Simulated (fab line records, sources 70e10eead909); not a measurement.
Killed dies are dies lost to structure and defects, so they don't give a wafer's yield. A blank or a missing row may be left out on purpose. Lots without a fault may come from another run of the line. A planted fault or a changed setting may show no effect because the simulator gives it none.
Chamber matching | flow nand_harc | NHARC_A_STAIRCASE_TRIM_20 on rie_diel-13: 4 sister chambers
The step chemistry O2, time 211.2 s. 4 wafers are shown with their chamber, then 12 later ones without.

WAFERS WITH THEIR CHAMBER
wafer  | chamber | drypump_motor_current_A (A)
L084.1 | 3       | 5.9
L084.6 | 2       | 5.8
L085.2 | 1       | 6.2
L085.6 | 0       | 4.7

WAFERS WITHOUT THEIR CHAMBER
wafer  | drypump_motor_current_A (A)
L086.2 | 5.7
L086.3 | 6.2
L086.5 | 5.9
L087.3 | 6.2
L087.4 | 4.7
L087.5 | 4.7
L088.1 | 4.7
L088.3 | 5.8
L088.4 | 6.2
L097.3 | 5.9
L097.4 | 5.7
L097.5 | 5.9

WHICH CHAMBER EACH WENT THROUGH
wafer  | from the rows above | in truth
L086.2 | 2                   | 2
L086.3 | 1                   | 1
L086.5 | 3                   | 3
L087.3 | 1                   | 1
L087.4 | 0                   | 0
L087.5 | 0                   | 0
L088.1 | 0                   | 0
L088.3 | 2                   | 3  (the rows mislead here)
L088.4 | 1                   | 1
L097.3 | 3                   | 3
L097.4 | 2                   | 2
L097.5 | 3                   | 3
Placed correctly: 11 of 12. Can't be placed from these rows: 0. Placed wrongly: 1.
How it was worked out, from the rows above alone: a wafer's distance from a chamber is the root of the sum, over the readings, of the square of ((its reading less the chamber's mean) divided by the reading's scatter). The wafer belongs to the nearest chamber; if the next one is less than 2 further off, it can't be placed. A chamber's mean is the mean of its shown wafers. The scatter: with one shown wafer a chamber, the root of the mean of the squares of how far each hidden wafer lies from its nearest shown one.
